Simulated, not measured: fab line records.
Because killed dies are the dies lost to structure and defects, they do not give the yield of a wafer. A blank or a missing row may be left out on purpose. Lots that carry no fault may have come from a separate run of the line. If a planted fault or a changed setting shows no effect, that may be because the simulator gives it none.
Matching of chambers | flow nandHarc | 4 sister chambers for NHARC_A_STAIRCASE_CMP_450 on cmp-04
The step polishes SiO2, target thk 200 nm. 4 wafers are shown with their chamber, then 9 later ones without.

## WAFERS PAIRED WITH THEIR CHAMBERS
wafer  | chamber | motorCurrentA (A)
L086.6 | 2       | 9.9
L087.6 | 1       | 10.2
L089.3 | 0       | 13.8
L089.5 | 3       | 15.6

## WAFERS MISSING THEIR CHAMBER
wafer  | motorCurrentA (A)
L091.2 | 10.0
L091.5 | 9.9
L091.6 | 12.6
L090.3 | 9.5
L090.4 | 13.0
L090.6 | 13.5
L093.1 | 10.0
L093.3 | 9.6
L093.6 | 9.7

## CHAMBER TAKEN BY EACH
wafer  | from the rows above     | in truth
L091.2 | can't be placed: 2 or 1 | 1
L091.5 | can't be placed: 2 or 1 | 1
L091.6 | 0                       | 0
L090.3 | can't be placed: 2 or 1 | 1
L090.4 | 0                       | 0
L090.6 | 0                       | 0
L093.1 | can't be placed: 2 or 1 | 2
L093.3 | can't be placed: 2 or 1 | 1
L093.6 | can't be placed: 2 or 1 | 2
Correctly placed: 3 of 9. Unplaceable from these rows: 6, with the true chamber sitting among the candidates in 6. 0 placed wrongly.
How it was worked out, from the rows above alone: a wafer's distance from a chamber is the root of the sum, over the readings, of the square of ((its reading less the chamber's mean) divided by the reading's scatter). The wafer belongs to the nearest chamber; if the next one is less than 2 further off, it can't be placed. For every chamber, the mean is computed from those of its wafers that are shown. The scatter: with one shown wafer a chamber, the root of the mean of the squares of how far each hidden wafer lies from its nearest shown one.
